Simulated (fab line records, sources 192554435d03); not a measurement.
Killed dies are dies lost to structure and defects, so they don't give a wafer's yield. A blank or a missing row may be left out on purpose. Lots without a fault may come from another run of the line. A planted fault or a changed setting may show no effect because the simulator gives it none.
Chamber matching | flow n5_finfet | N5_FIN_CUT_CUT_ETCH_15 on rie_si-06: 4 sister chambers
The step etches Si in HBr/Cl2/O2, target depth 100 nm, bt time 10 s, time 42.4 s. 8 wafers are shown with their chamber, then 10 later ones without.

WAFERS WITH THEIR CHAMBER
wafer  | chamber | throttle_valve_pct (%) | drypump_motor_current_A (A)
L080.5 | 1       | 36.87                  | 5.6
L083.2 | 2       | 37.53                  | 5.6
L083.5 | 1       | 36.87                  | 5.6
L084.2 | 3       | 37.46                  | 5.5
L084.3 | 2       | 37.54                  | 5.5
L084.6 | 0       | 37.05                  | 5.9
L087.1 | 3       | 37.48                  | 5.5
L087.3 | 0       | 37.04                  | 5.9

WAFERS WITHOUT THEIR CHAMBER
wafer  | throttle_valve_pct (%) | drypump_motor_current_A (A)
L087.5 | 36.88                  | 5.6
L090.3 | 37.47                  | 5.5
L090.5 | 37.03                  | 5.9
L090.6 | 36.87                  | 5.6
L093.1 | 36.89                  | 5.6
L093.3 | 37.47                  | 5.5
L093.6 | 37.47                  | 5.5
L094.2 | 37.46                  | 5.5
L094.3 | 37.02                  | 5.9
L094.5 | 37.02                  | 5.9

WHICH CHAMBER EACH WENT THROUGH
wafer  | from the rows above | in truth
L087.5 | 1                   | 1
L090.3 | 3                   | 3
L090.5 | 0                   | 0
L090.6 | 1                   | 1
L093.1 | 1                   | 1
L093.3 | 3                   | 3
L093.6 | 3                   | 3
L094.2 | 3                   | 3
L094.3 | 0                   | 0
L094.5 | 0                   | 0
Placed correctly: 10 of 10. Can't be placed from these rows: 0. Placed wrongly: 0.
How it was worked out, from the rows above alone: a wafer's distance from a chamber is the root of the sum, over the readings, of the square of ((its reading less the chamber's mean) divided by the reading's scatter). The wafer belongs to the nearest chamber; if the next one is less than 2 further off, it can't be placed. A chamber's mean is the mean of its shown wafers. The scatter: the root of (the sum of the squares of (reading less its chamber's mean) over the shown wafers, divided by (wafers less chambers)).
